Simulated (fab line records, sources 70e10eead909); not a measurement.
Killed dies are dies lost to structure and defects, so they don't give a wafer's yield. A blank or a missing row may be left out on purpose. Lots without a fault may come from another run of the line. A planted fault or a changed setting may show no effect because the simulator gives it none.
Chamber matching | flow nand_harc | NHARC_A_STAIRCASE_DESCUM_186 on rie_diel-04: 4 sister chambers
The step chemistry O2, time 3 s. 4 wafers are shown with their chamber, then 12 later ones without.

WAFERS WITH THEIR CHAMBER
wafer  | chamber | showerhead_plenum_p_Torr (Torr)
L083.4 | 1       | 1.77
L083.1 | 0       | 1.84
L089.1 | 3       | 2.02
L089.5 | 2       | 1.96

WAFERS WITHOUT THEIR CHAMBER
wafer  | showerhead_plenum_p_Torr (Torr)
L089.3 | 1.96
L089.4 | 2.02
L089.6 | 2.02
L088.1 | 1.77
L088.2 | 1.83
L088.3 | 1.96
L097.3 | 1.82
L097.4 | 2.01
L097.6 | 1.82
L096.2 | 2.07
L096.3 | 1.82
L096.6 | 2.01

WHICH CHAMBER EACH WENT THROUGH
wafer  | from the rows above     | in truth
L089.3 | 2                       | 2
L089.4 | 3                       | 3
L089.6 | 3                       | 3
L088.1 | 1                       | 1
L088.2 | 0                       | 0
L088.3 | 2                       | 2
L097.3 | can't be placed: 0 or 1 | 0
L097.4 | 3                       | 3
L097.6 | can't be placed: 0 or 1 | 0
L096.2 | 3                       | 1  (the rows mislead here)
L096.3 | can't be placed: 0 or 1 | 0
L096.6 | 3                       | 3
Placed correctly: 8 of 12. Can't be placed from these rows: 3 (the true chamber is among the candidates in 3). Placed wrongly: 1.
How it was worked out, from the rows above alone: a wafer's distance from a chamber is the root of the sum, over the readings, of the square of ((its reading less the chamber's mean) divided by the reading's scatter). The wafer belongs to the nearest chamber; if the next one is less than 2 further off, it can't be placed. A chamber's mean is the mean of its shown wafers. The scatter: with one shown wafer a chamber, the root of the mean of the squares of how far each hidden wafer lies from its nearest shown one.
